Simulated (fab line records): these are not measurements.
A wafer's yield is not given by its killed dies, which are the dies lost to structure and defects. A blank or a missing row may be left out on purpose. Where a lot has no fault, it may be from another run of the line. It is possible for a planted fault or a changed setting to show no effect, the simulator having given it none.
What tool caused it?    flow n5_finfet    Sampling: 11 lots, 33 wafers, 5 of 1938 route steps

## WHAT THE GAUGES SHOWED, per wafer
The record holds no reading of a measuring or inspecting step that can be judged against a usual standard deviation.

## TOOL THAT RAN EACH LOT (tool first, then ch and the chambers of the sampled wafers, then the start)
lot   N5_BEOL_M4_STRIP_36                 N5_MIM_TOP_ETCH_ETCH_00            N5_MIM_TOP_ETCH_PECVD_03         N5_PASSIVATION_DEGAS_18       N5_PASSIVATION_PROBE_49
L894  rie_diel-01 ch 1,3, day 9 06:13     rie_metal-01 ch 0,1, day 14 00:53  pecvd-04 ch 1,2, day 14 01:05    pvd_sputter-02, day 14 08:17  -
L895  rie_diel-01 ch 0,1,3, day 9 13:04   rie_metal-03 ch 1, day 13 18:20    pecvd-04 ch 0,1, day 13 18:40    pvd_sputter-01, day 13 23:13  -
L896  rie_diel-01 ch 0,1,3, day 9 13:33   rie_metal-03 ch 0, day 14 00:50    pecvd-03 ch 0,1,2, day 14 01:02  pvd_sputter-03, day 14 03:52  -
L897  rie_diel-01 ch 0,1,3, day 9 21:14   rie_metal-03 ch 0,1, day 14 01:14  pecvd-03 ch 0,2, day 14 01:31    pvd_sputter-02, day 14 08:53  -
L899  rie_diel-01 ch 0,1,2, day 10 11:23  rie_metal-01 ch 0,1, day 15 00:51  pecvd-01 ch 0,1, day 15 01:04    pvd_sputter-02, day 15 06:49  -
L900  rie_diel-01 ch 0,2,3, day 10 19:48  rie_metal-01 ch 0,1, day 15 01:19  pecvd-04 ch 0,1, day 15 01:31    pvd_sputter-01, day 15 07:30  -
L902  rie_diel-01 ch 0,1,2, day 10 23:12  rie_metal-01 ch 1, day 15 12:58    pecvd-04 ch 0,1,2, day 15 13:10  pvd_sputter-01, day 15 15:59  -
L904  rie_diel-01 ch 0,1,2, day 12 05:01  rie_metal-03 ch 0,1, day 16 07:45  pecvd-03 ch 0,2, day 16 07:57    pvd_sputter-01, day 16 11:49  -
L906  rie_diel-01 ch 0,2,3, day 12 05:45  rie_metal-03 ch 0, day 17 00:00    pecvd-03 ch 0,1, day 17 00:12    pvd_sputter-02, day 17 04:23  prober-01, day 17 10:20
L908  rie_diel-01 ch 0,1,3, day 12 22:40  rie_metal-02 ch 0,1, day 17 13:38  pecvd-04 ch 0,2, day 17 13:54    pvd_sputter-01, day 17 17:13  prober-02, day 17 23:08
L917  rie_diel-01 ch 1,2,3, day 15 02:42  rie_metal-02 ch 0,1, day 19 07:40  pecvd-04 ch 1,2, day 19 07:53    pvd_sputter-02, day 19 12:45  -
- N5_BEOL_M4_STRIP_36: strips in N2/H2.
- N5_MIM_TOP_ETCH_ETCH_00: etches TiN in Cl2/BCl3, target depth 38.5 nm.
- N5_MIM_TOP_ETCH_PECVD_03: deposits SiNx from SiH4/NH3/N2, target thk 20 nm, time 17.6 s.
- N5_PASSIVATION_DEGAS_18: time 60 s.
- N5_PASSIVATION_PROBE_49

## WHAT THE TOOLS THEMSELVES READ (means of the sampled wafers that have a number; where no wafer has one, the mark that the record gives instead)
N5_BEOL_M4_STRIP_36. Usual: drypump_motor_current_A 5.8 A, standard deviation 0.46; oes_product_au 0.85 a.u., standard deviation 0.044; rf_vpp_V 59.1 V, standard deviation 1.5; showerhead_plenum_p_Torr 2.54 Torr, standard deviation 0.1; throttle_valve_pct 23.6 %, standard deviation 0.33.
lot   tool         drypump_motor_current_A (A)  oes_product_au (a.u.)  rf_vpp_V (V)  showerhead_plenum_p_Torr (Torr)  throttle_valve_pct (%)  flag
L894  rie_diel-01  6.0                          0.87                   58.6          2.56                             23.8                    
L895  rie_diel-01  6.0                          0.87                   57.4          2.56                             23.7                    
L896  rie_diel-01  6.0                          0.88                   59.7          2.56                             23.7                    
L897  rie_diel-01  6.0                          0.86                   58.3          2.56                             23.7                    
L899  rie_diel-01  5.5                          0.88                   59.9          2.48                             23.5                    
L900  rie_diel-01  5.8                          0.87                   59.1          2.54                             23.4                    
L902  rie_diel-01  5.5                          0.86                   59.2          2.48                             23.5                    
L904  rie_diel-01  5.5                          0.85                   58.5          2.47                             23.5                    
L906  rie_diel-01  5.7                          0.86                   58.6          2.54                             23.4                    
L908  rie_diel-01  6.0                          0.82                   57.3          2.54                             23.8                    
L917  rie_diel-01  5.8                          0.82                   58.0          2.53                             23.6                    

N5_MIM_TOP_ETCH_ETCH_00. Usual: drypump_motor_current_A 5.6 A, standard deviation 0.34; mfc_cl2_sccm 53.23 sccm, standard deviation 0.2; oes_product_au 0.79 a.u., standard deviation 0.13; throttle_valve_pct 22.80 %, standard deviation 0.19.
lot   tool          drypump_motor_current_A (A)  mfc_cl2_sccm (sccm)  oes_product_au (a.u.)  throttle_valve_pct (%)  flag
L894  rie_metal-01  5.5                          53.20                0.65                   22.81                   
L895  rie_metal-03  6.0                          53.36                0.76                   22.74                   
L896  rie_metal-03  5.3                          53.26                0.98                   23.11                   
L897  rie_metal-03  5.5                          53.32                0.90                   23.00                   
L899  rie_metal-01  5.5                          53.54                0.64                   22.80                   
L900  rie_metal-01  5.5                          53.28                0.64                   22.82                   
L902  rie_metal-01  5.3                          53.26                0.65                   22.60                   
L904  rie_metal-03  5.8                          53.16                0.82                   22.88                   
L906  rie_metal-03  5.3                          53.16                0.91                   23.12                   
L908  rie_metal-02  5.4                          53.38                0.95                   22.79                   
L917  rie_metal-02  5.4                          53.43                0.91                   22.79                   

N5_MIM_TOP_ETCH_PECVD_03. Usual: heater_power_w 732 W, standard deviation 61; showerhead_plenum_p_Torr 5.14 Torr, standard deviation 0.063; throttle_valve_pct 39.9 %, standard deviation 3.
lot   tool      heater_power_w (W)  showerhead_plenum_p_Torr (Torr)  throttle_valve_pct (%)  flag
L894  pecvd-04  719                 5.05                             39.3                    
L895  pecvd-04  815                 5.14                             40.6                    
L896  pecvd-03  705                 5.17                             42.3                    
L897  pecvd-03  758                 5.18                             40.3                    
L899  pecvd-01  703                 5.17                             38.3                    
L900  pecvd-04  797                 5.15                             40.7                    
L902  pecvd-04  748                 5.10                             39.9                    
L904  pecvd-03  795                 5.18                             40.4                    
L906  pecvd-03  715                 5.17                             44.8                    
L908  pecvd-04  781                 5.10                             39.7                    
L917  pecvd-04  749                 5.05                             38.0                    

N5_PASSIVATION_DEGAS_18. Usual: 440 W for heater_power_w, sd 54.
lot   tool            heater_power_w (W)  flag
L894  pvd_sputter-02  425                 
L895  pvd_sputter-01  408                 
L896  pvd_sputter-03  443                 
L897  pvd_sputter-02  425                 
L899  pvd_sputter-02  450                 
L900  pvd_sputter-01  484                 
L902  pvd_sputter-01  499                 
L904  pvd_sputter-01  481                 
L906  pvd_sputter-02  445                 
L908  pvd_sputter-01  388                 
L917  pvd_sputter-02  424                 

N5_PASSIVATION_PROBE_49. Usual: defect_limited_yield 91.0 %, standard deviation 1.4; killed_at_M0_to_M3 33, standard deviation 11; killed_at_M4_up 14, standard deviation 5; killed_at_contacts 11, standard deviation 7.3; killed_at_front_end 43, standard deviation 12; killed_at_other 4, standard deviation 3.1; killed_dies 106, standard deviation 17; killed_on_rim 14, standard deviation 3.8; killed_open 69, standard deviation 13; killed_short 34, standard deviation 8.7; sort_bin_5_function 5.2 %, standard deviation 0.96; sort_bin_6_memory 3.3 %, standard deviation 0.66; sort_n_pass 1074, standard deviation 17; sort_yield_pct 91.0 %, standard deviation 1.4.
lot   tool       defect_limited_yield (%)  killed_at_M0_to_M3  killed_at_M4_up  killed_at_contacts  killed_at_front_end  killed_at_other  killed_dies  killed_on_rim  killed_open  killed_short  sort_bin_5_function (%)  sort_bin_6_memory (%)  sort_n_pass  sort_yield_pct (%)  flag
L906  prober-01  88.0                      31                  41               7                   60                   4                142          19             71           41            6.7                      3.9                    1038         88.0                OFF
L908  prober-02  87.0                      29                  42               36                  44                   3                153          21             94           28            7.6                      4.2                    1027         87.0                OFF

## THE ANSWER, worked out from the rows above alone
Rule: a lot is off if the mean of its wafers that have a number lies more than 3 standard deviations from the usual mean. A lot without any number at a reading at which 4 lots or more have one is off too. Any other lot the step has rows for is counted as sound. First the gauges in route order, then the tools' own readings, where a lot's mean is used as printed above. The first step at which some lot is off is used, and at that step the reading that is off furthest; a lot without a number counts as furthest.
Off, at N5_PASSIVATION_PROBE_49 on killed_at_M4_up: L906, L908. Neither off nor sound, because the step has no rows for them: L894, L895, L896, L897, L899, L900, L902, L904, L917.
If a tool, at that step or one of the process steps before it, ran each lot that is off and ran no sound lot following the first of them, it fits. One fits: rie_diel-01 at N5_BEOL_M4_STRIP_36. It ran no sound lot before its first lot that is off in this sample, so the start can't be narrowed down.

## WHAT THE SIMULATOR HAD INSERTED
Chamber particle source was rie_diel-01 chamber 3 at N5_BEOL_M4_STRIP_36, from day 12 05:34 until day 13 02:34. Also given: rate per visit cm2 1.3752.
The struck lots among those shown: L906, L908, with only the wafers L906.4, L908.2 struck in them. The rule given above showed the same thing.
